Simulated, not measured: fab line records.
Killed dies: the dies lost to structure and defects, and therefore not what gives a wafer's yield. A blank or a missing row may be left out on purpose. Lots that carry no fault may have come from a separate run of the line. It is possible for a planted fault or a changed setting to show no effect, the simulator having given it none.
Matching of chambers :: flow n5-finfet :: N5_HKMG_FIN_STRIP_89 on rie-diel-02: 4 sister chambers
The step strips SOC in N2/H2, time 20 s. 16 wafers are shown with their chamber, then 8 later ones without.

WAFERS PAIRED WITH THEIR CHAMBERS
wafer: L074.2
chamber: 3
drypump-motor-current-A (A): 6.6
throttle-valve-pct (%): 19.28
showerhead-plenum-p-Torr (Torr): 3.23

wafer: L074.3
chamber: 2
drypump-motor-current-A (A): 5.4
throttle-valve-pct (%): 19.19
showerhead-plenum-p-Torr (Torr): 3.19

wafer: L074.5
chamber: 0
drypump-motor-current-A (A): 5.6
throttle-valve-pct (%): 19.46
showerhead-plenum-p-Torr (Torr): 3.22

wafer: L077.2
chamber: 1
drypump-motor-current-A (A): 5.4
throttle-valve-pct (%): 18.92
showerhead-plenum-p-Torr (Torr): 3.17

wafer: L077.5
chamber: 3
drypump-motor-current-A (A): 6.5
throttle-valve-pct (%): 19.28
showerhead-plenum-p-Torr (Torr): 3.23

wafer: L077.6
chamber: 2
drypump-motor-current-A (A): 5.4
throttle-valve-pct (%): 19.20
showerhead-plenum-p-Torr (Torr): 3.19

wafer: L086.1
chamber: 1
drypump-motor-current-A (A): 5.4
throttle-valve-pct (%): 18.91
showerhead-plenum-p-Torr (Torr): 3.17

wafer: L086.5
chamber: 0
drypump-motor-current-A (A): 5.6
throttle-valve-pct (%): 19.49
showerhead-plenum-p-Torr (Torr): 3.21

wafer: L086.6
chamber: 1
drypump-motor-current-A (A): 5.4
throttle-valve-pct (%): 18.93
showerhead-plenum-p-Torr (Torr): 3.17

wafer: L087.2
chamber: 1
drypump-motor-current-A (A): 5.4
throttle-valve-pct (%): 18.94
showerhead-plenum-p-Torr (Torr): 3.16

wafer: L087.3
chamber: 0
drypump-motor-current-A (A): 5.6
throttle-valve-pct (%): 19.51
showerhead-plenum-p-Torr (Torr): 3.21

wafer: L087.5
chamber: 2
drypump-motor-current-A (A): 5.4
throttle-valve-pct (%): 18.80
showerhead-plenum-p-Torr (Torr): 3.59

wafer: L088.1
chamber: 1
drypump-motor-current-A (A): 5.4
throttle-valve-pct (%): 18.94
showerhead-plenum-p-Torr (Torr): 3.16

wafer: L088.3
chamber: 0
drypump-motor-current-A (A): 5.6
throttle-valve-pct (%): 19.51
showerhead-plenum-p-Torr (Torr): 3.21

wafer: L088.5
chamber: 2
drypump-motor-current-A (A): 5.4
throttle-valve-pct (%): 18.80
showerhead-plenum-p-Torr (Torr): 3.59

wafer: L090.1
chamber: 2
drypump-motor-current-A (A): 5.4
throttle-valve-pct (%): 18.80
showerhead-plenum-p-Torr (Torr): 3.58

SIGNATURES, as means of the wafers listed above
reading: drypump-motor-current-A
chamber 0: 5.600
chamber 1: 5.400
chamber 2: 5.400
chamber 3: 6.550
scatter within a chamber: 0.0204

reading: throttle-valve-pct
chamber 0: 19.4925
chamber 1: 18.9280
chamber 2: 18.9580
chamber 3: 19.2800
scatter within a chamber: 0.126

reading: showerhead-plenum-p-Torr
chamber 0: 3.2125
chamber 1: 3.1660
chamber 2: 3.4280
chamber 3: 3.2300
scatter within a chamber: 0.126
Rule: a wafer's distance from a chamber is the root of the sum, over the readings, of the square of ((its reading less the chamber's mean) divided by the reading's scatter). If the next closest chamber is less than 2 further off than the closest, the wafer can't be placed; otherwise it belongs to the closest. The scatter is the square root of a quotient: the sum, over the shown wafers, of each reading's squared deviation from its chamber's mean, divided by wafers minus chambers.

WAFERS WITH NO CHAMBER GIVEN
wafer: L090.3
drypump-motor-current-A (A): 6.6
throttle-valve-pct (%): 19.31
showerhead-plenum-p-Torr (Torr): 3.22

wafer: L090.4
drypump-motor-current-A (A): 5.6
throttle-valve-pct (%): 19.50
showerhead-plenum-p-Torr (Torr): 3.21

wafer: L092.1
drypump-motor-current-A (A): 6.6
throttle-valve-pct (%): 19.30
showerhead-plenum-p-Torr (Torr): 3.22

wafer: L092.2
drypump-motor-current-A (A): 5.3
throttle-valve-pct (%): 18.96
showerhead-plenum-p-Torr (Torr): 3.16

wafer: L092.3
drypump-motor-current-A (A): 5.4
throttle-valve-pct (%): 18.81
showerhead-plenum-p-Torr (Torr): 3.58

wafer: L096.2
drypump-motor-current-A (A): 6.6
throttle-valve-pct (%): 19.33
showerhead-plenum-p-Torr (Torr): 3.22

wafer: L096.3
drypump-motor-current-A (A): 5.6
throttle-valve-pct (%): 19.52
showerhead-plenum-p-Torr (Torr): 3.20

wafer: L096.6
drypump-motor-current-A (A): 5.5
throttle-valve-pct (%): 18.83
showerhead-plenum-p-Torr (Torr): 3.58

WHICH CHAMBER EACH WENT THROUGH
wafer: L090.3
from the rows above: 3
in truth: 3

wafer: L090.4
from the rows above: 0
in truth: 0

wafer: L092.1
from the rows above: 3
in truth: 3

wafer: L092.2
from the rows above: can't be placed: 1 or 2
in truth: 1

wafer: L092.3
from the rows above: can't be placed: 2 or 1
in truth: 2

wafer: L096.2
from the rows above: 3
in truth: 3

wafer: L096.3
from the rows above: 0
in truth: 0

wafer: L096.6
from the rows above: can't be placed: 2 or 1
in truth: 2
Correct placement for 5 of the 8. From these rows, 3 cannot be placed; in 3 the true chamber is one of the candidates. Placed wrongly: 0.
